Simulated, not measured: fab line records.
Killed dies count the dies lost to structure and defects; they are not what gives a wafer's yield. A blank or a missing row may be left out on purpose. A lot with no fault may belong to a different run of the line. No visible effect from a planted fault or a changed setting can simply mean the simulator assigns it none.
Chamber matching / flow n5Finfet / 3 sister chambers for N5_BEOL_M5_DEP_56 on pecvd-03
The step deposits SiCN from 3MS/NH3, target thk 8 nm, time 14 s. 3 wafers are shown with their chamber, then 8 later ones without.

WAFERS WITH THEIR CHAMBER
wafer=L084.6; chamber=0; showerheadPlenumPTorr (Torr)=3.686
wafer=L086.1; chamber=1; showerheadPlenumPTorr (Torr)=3.652
wafer=L087.1; chamber=2; showerheadPlenumPTorr (Torr)=3.662

WAFERS MISSING THEIR CHAMBER
wafer=L087.5; showerheadPlenumPTorr (Torr)=3.681
wafer=L087.6; showerheadPlenumPTorr (Torr)=3.652
wafer=L089.1; showerheadPlenumPTorr (Torr)=3.663
wafer=L089.3; showerheadPlenumPTorr (Torr)=3.673
wafer=L089.4; showerheadPlenumPTorr (Torr)=3.688
wafer=L092.2; showerheadPlenumPTorr (Torr)=3.659
wafer=L092.4; showerheadPlenumPTorr (Torr)=3.659
wafer=L092.6; showerheadPlenumPTorr (Torr)=3.649

CHAMBER TAKEN BY EACH
wafer=L087.5; from the rows above=0; in truth=0
wafer=L087.6; from the rows above=1; in truth=1
wafer=L089.1; from the rows above=2; in truth=2
wafer=L089.3; from the rows above=can't be placed: 2 or 0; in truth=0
wafer=L089.4; from the rows above=0; in truth=0
wafer=L092.2; from the rows above=can't be placed: 2 or 1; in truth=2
wafer=L092.4; from the rows above=can't be placed: 2 or 1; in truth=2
wafer=L092.6; from the rows above=1; in truth=1
Correct placement for 5 of the 8. Unplaceable from these rows: 3, with the true chamber sitting among the candidates in 3. Number placed wrongly: 0.
How it was worked out, from the rows above alone: a wafer's distance from a chamber is the root of the sum, over the readings, of the square of ((its reading less the chamber's mean) divided by the reading's scatter). The wafer belongs to the nearest chamber; if the next one is less than 2 further off, it can't be placed. Each chamber's mean is taken over the wafers shown for it. The scatter: root of mean squared gap, hidden wafer to nearest shown wafer, with one shown wafer a chamber.
